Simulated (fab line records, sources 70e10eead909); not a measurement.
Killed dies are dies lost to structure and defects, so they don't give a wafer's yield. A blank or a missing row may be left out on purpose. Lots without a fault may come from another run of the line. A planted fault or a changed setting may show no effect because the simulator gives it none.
A struck lot beside a sound one | flow nand_harc | 17 steps out of a route of 1302
Sound: wafers L963.1, L963.4, L963.6. Struck: wafers L978.1, L978.3. The cause comes at the end.
At each step with rows: each side's tool, then ch and its chambers, then its first start. Under that, the readings that differ: sound wafers | struck wafers | difference of the means | sigmas: that difference in standard deviations of wafers without a fault.
alike: readings whose means differ by less than 2 such deviations, and words and numbers that are the same on both sides. not compared: withheld readings, readings that some wafer has no value for, bounds like >300 that may hide the same value, and numbers for which the record gives no deviation and whose values overlap.
The two part at a step that has a row with sigmas, a row that says differs or no value, or rows on one side only. Numbers that don't overlap but have no deviation are shown without sigmas and don't part them. A reading that every wafer of one side lacks parts them only if that side has two wafers or more.

NHARC_P_M2_INSPECT_11:
  sound on defect_inspect-01, day 9 05:25; struck on defect_inspect-02, day 14 22:25
  alike: raw_defect_count
then, 1 step without rows for these wafers: NHARC_P_M2_DESCUM_14 (chemistry O2, time 3 s).
NHARC_P_M2_ETCH_35: etches the open film in N2/H2, target depth 40 nm, overetch 12 nm, time 43.94 s.
  sound on rie_diel-11 ch 0,2, day 9 05:34; struck on rie_diel-11 ch 0,3, day 14 22:35
  alike: chamber_pressure_mTorr, drypump_motor_current_A, n2_flow_sccm, oes_product_au, rf_vpp_V, showerhead_plenum_p_Torr, throttle_valve_pct
  not compared: rf_hours_counter_h
NHARC_P_M2_ETCH_15: etches the open film in C4F8/Ar, target depth 182.5 nm, time 91.2 s.
  sound on rie_diel-11 ch 0,2; struck on rie_diel-11 ch 0,2
  alike: chamber_pressure_mTorr, oes_product_au, rf_vpp_V
  not compared: rf_hours_counter_h
NHARC_P_M2_CD_MEAS_16:
  sound on cd_sem-01, day 9 05:47; struck on cd_sem-01, day 14 22:50
  alike: cd_nm
NHARC_P_M2_STRIP_18: strips in N2/H2.
  sound on rie_diel-12 ch 1,3, day 9 05:53; struck on rie_diel-12 ch 0,2, day 14 22:56
  alike: chamber_pressure_mTorr, drypump_motor_current_A, n2_flow_sccm, oes_product_au, rf_vpp_V, showerhead_plenum_p_Torr, throttle_valve_pct
  not compared: rf_hours_counter_h
NHARC_P_M2_ETCH_28: etches the open film in CF4/N2, target depth 30 nm, time 72.99 s.
  sound on rie_diel-12 ch 2,3; struck on rie_diel-12 ch 1,2
  alike: chamber_pressure_mTorr, drypump_motor_current_A, n2_flow_sccm, oes_product_au, rf_vpp_V, showerhead_plenum_p_Torr, throttle_valve_pct
  not compared: rf_hours_counter_h
then, 4 steps without rows for these wafers: NHARC_P_M2_STRIP_19 (strips in post etch residue remover, time 600 s); NHARC_P_M2_DEGAS_29 (time 60 s); NHARC_P_M2_PRE_CLEAN_30 (time 30 s); NHARC_P_M2_PVD_20 (deposits TaN, target thk 5 nm, time 8.06 s).
NHARC_P_M2_PVD_21: deposits Cu, target thk 30 nm, time 20.49 s.
  sound on pvd_sputter-03; struck on pvd_sputter-01
  alike: throttle_valve_pct
NHARC_P_M2_ECD_22: material Cu, target thk 400 nm.
  sound on ecd_cu-01 ch 0,1, day 9 07:19; struck on ecd_cu-01 ch 0,1, day 14 23:54
then, 1 step without rows for these wafers: NHARC_P_M2_ANNEAL_31 (time 90 s).
NHARC_P_M2_CMP_23: polishes, t overpolish 20 s, target thk 144.3 nm.
  sound on cmp-02 ch 0,3, day 9 08:01; struck on cmp-02 ch 2,3, day 15 00:37
  reading                    | sound             | struck      | difference | sigmas
  slurry_filter_dp_kPa (kPa) | 13.56 13.46 13.78 | 13.25 13.37 | -0.29      | -2
  time_to_endpoint_s (s)     | 27.9 28.1 28.2    | 62.1 56.3   | +31.1      | +11
  alike: motor_current_A, slurry_flow_ml_min
NHARC_P_M2_THK_MEAS_24: measures by xrf.
  sound on film_metro-02, day 9 08:19; struck on film_metro-02, day 15 00:56
  alike: thk_nm
then, 1 step without rows for these wafers: NHARC_END_SORT_01.

WHERE THEY PART
Only at NHARC_P_M2_CMP_23, within this record. Later steps at which nothing parts them and some readings are alike: NHARC_P_M2_THK_MEAS_24.

WHY: what the simulator had put in
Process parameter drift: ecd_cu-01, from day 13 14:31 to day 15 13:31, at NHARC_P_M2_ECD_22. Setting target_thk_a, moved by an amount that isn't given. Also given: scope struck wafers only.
